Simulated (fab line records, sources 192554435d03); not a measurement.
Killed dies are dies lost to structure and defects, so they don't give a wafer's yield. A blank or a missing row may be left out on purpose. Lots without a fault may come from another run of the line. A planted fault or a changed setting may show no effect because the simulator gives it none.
Chamber matching | flow n5_finfet | N5_MOL_CONTACT_COAG_ETCH_90 on rie_diel-01: 4 sister chambers
The step etches SiARC in CF4, target depth 13 nm, time 21.7 s. 14 wafers are shown with their chamber, then 7 later ones without.

WAFERS WITH THEIR CHAMBER
wafer  | chamber | showerhead_plenum_p_Torr (Torr) | throttle_valve_pct (%) | drypump_motor_current_A (A)
L078.1 | 3       | 2.13                            | 15.35                  | 6.4
L078.4 | 1       | 2.13                            | 15.89                  | 5.9
L078.6 | 3       | 2.13                            | 15.35                  | 6.4
L081.1 | 1       | 2.12                            | 15.90                  | 5.9
L081.2 | 0       | 2.26                            | 15.44                  | 6.2
L081.6 | 3       | 2.13                            | 15.36                  | 6.4
L082.1 | 2       | 2.14                            | 15.49                  | 5.5
L082.3 | 1       | 2.12                            | 15.90                  | 5.9
L082.6 | 3       | 2.13                            | 15.36                  | 6.4
L083.1 | 0       | 2.26                            | 15.46                  | 6.2
L083.2 | 1       | 2.12                            | 15.92                  | 6.0
L083.5 | 2       | 2.14                            | 15.48                  | 5.5
L085.2 | 0       | 2.26                            | 15.48                  | 6.2
L085.3 | 2       | 2.13                            | 15.49                  | 5.6

SIGNATURES (means of the wafers above)
reading                  | chamber 0 | chamber 1 | chamber 2 | chamber 3 | scatter within a chamber
showerhead_plenum_p_Torr | 2.2600    | 2.1225    | 2.1367    | 2.1300    | 0.00376
throttle_valve_pct       | 15.4600   | 15.9025   | 15.4867   | 15.3550   | 0.012
drypump_motor_current_A  | 6.200     | 5.925     | 5.533     | 6.400     | 0.0376
Rule: a wafer's distance from a chamber is the root of the sum, over the readings, of the square of ((its reading less the chamber's mean) divided by the reading's scatter). The wafer belongs to the nearest chamber; if the next one is less than 2 further off, it can't be placed. The scatter: the root of (the sum of the squares of (reading less its chamber's mean) over the shown wafers, divided by (wafers less chambers)).

WAFERS WITHOUT THEIR CHAMBER
wafer  | showerhead_plenum_p_Torr (Torr) | throttle_valve_pct (%) | drypump_motor_current_A (A)
L085.6 | 2.26                            | 15.45                  | 6.2
L095.1 | 2.12                            | 15.42                  | 6.4
L095.3 | 2.25                            | 15.52                  | 6.2
L095.6 | 2.25                            | 15.52                  | 6.2
L096.1 | 2.12                            | 15.42                  | 6.4
L096.5 | 2.25                            | 15.53                  | 6.2
L096.6 | 2.12                            | 15.56                  | 5.6

WHICH CHAMBER EACH WENT THROUGH
wafer  | from the rows above | in truth
L085.6 | 0                   | 0
L095.1 | 3                   | 3
L095.3 | 0                   | 0
L095.6 | 0                   | 0
L096.1 | 3                   | 3
L096.5 | 0                   | 0
L096.6 | 2                   | 2
Placed correctly: 7 of 7. Can't be placed from these rows: 0. Placed wrongly: 0.
